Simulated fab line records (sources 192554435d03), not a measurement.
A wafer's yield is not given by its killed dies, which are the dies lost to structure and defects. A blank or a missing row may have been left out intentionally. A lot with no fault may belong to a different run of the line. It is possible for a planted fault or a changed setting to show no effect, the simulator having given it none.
2 desks looking at one fault :: flow n5-finfet :: each desk holds nothing but its own numbers, with what lay behind them at the end

## AT THE METROLOGY DESK
Means of the sampled wafers that have a number, per lot and without regard to the tool the lot ran on: this is what the gauges read. Any lot whose mean is over 4 standard deviations away from the usual mean is out of limits and marked OUT; that distance is given in the brackets. Of its 10 readings 7 are shown: those that lie furthest out on some lot.
Columns: A = IOFF_P at N5_BEOL_M4_RC_MEAS_101, usual 0.22 nA/um; B = ION_N at N5_BEOL_M4_RC_MEAS_101, usual 680 uA/um; C = ION_P at N5_BEOL_M4_RC_MEAS_101, usual 464 uA/um; D = SS_N at N5_BEOL_M4_RC_MEAS_101, usual 71.7 mV/dec; E = SS_P at N5_BEOL_M4_RC_MEAS_101, usual 73.6 mV/dec; F = VT_N at N5_BEOL_M4_RC_MEAS_101, usual 248.9 mV; G = VT_P at N5_BEOL_M4_RC_MEAS_101, usual -251 mV
lot: L749
first seen here: day 8 19:38
A: 0.20
B: 677
C: 463
D: 71.6
E: 73.3
F: 248.3
G: -252

lot: L750
first seen here: day 8 22:56
A: 0.20
B: 681
C: 461
D: 71.5
E: 73.4
F: 248.5
G: -253

lot: L748
first seen here: day 9 01:41
A: 0.24
B: 676
C: 468
D: 72.0
E: 73.7
F: 248.2
G: -246

lot: L751
first seen here: day 9 10:14
A: 0.25
B: 686
C: 469
D: 71.2
E: 73.6
F: 247.5
G: -247

lot: L753
first seen here: day 9 19:16
A: 0.20
B: 676
C: 459
D: 72.0
E: 73.7
F: 250.7
G: -253

lot: L755
first seen here: day 10 03:49
A: 0.17
B: 664
C: 455
D: 71.3
E: 73.3
F: 253.4
G: -257

lot: L759
first seen here: day 11 19:23
A: 0.21
B: 682
C: 462
D: 71.7
E: 74.3
F: 248.6
G: -252

lot: L760
first seen here: day 12 19:37
A: 0.23
B: 678
C: 467
D: 71.0
E: 73.9
F: 249.2
G: -250

lot: L767
first seen here: day 14 01:49
A: 0.21
B: 672
C: 465
D: 71.9
E: 72.9
F: 251.0
G: -251

lot: L768
first seen here: day 14 06:01
A: 0.22
B: 680
C: 464
D: 71.9
E: 73.6
F: 246.8
G: -251
Finding of this desk: none of the 10 lots has anything out of limits.

## DESK OF THE TOOL OWNER: pvd-sputter-03
The tool's own readings at N5_MOL_CONTACT_COAG_SPUTTER_130 (material Co, target thk 47.5 nm): means of the sampled wafers that have a number, for each lot that ran on this tool. Any lot whose mean is over 4 standard deviations away from the usual mean is out of limits and marked OUT; that distance is given in the brackets.
Columns: A = throttle-valve-pct at N5_MOL_CONTACT_COAG_SPUTTER_130, usual 29.7 %
lot: L749
first seen here: day 5 16:07
A: 29.6

lot: L751
first seen here: day 6 04:23
A: 30.3

lot: L753
first seen here: day 6 10:25
A: 30.3

lot: L759
first seen here: day 8 05:07
A: 28.8
Finding of this desk: none of the 4 lots has anything out of limits.

## PUT TOGETHER
Nothing out of limits was seen by the metrology desk.
The tool owner's desk saw nothing out of limits.

## WHAT THE SIMULATOR PUT IN
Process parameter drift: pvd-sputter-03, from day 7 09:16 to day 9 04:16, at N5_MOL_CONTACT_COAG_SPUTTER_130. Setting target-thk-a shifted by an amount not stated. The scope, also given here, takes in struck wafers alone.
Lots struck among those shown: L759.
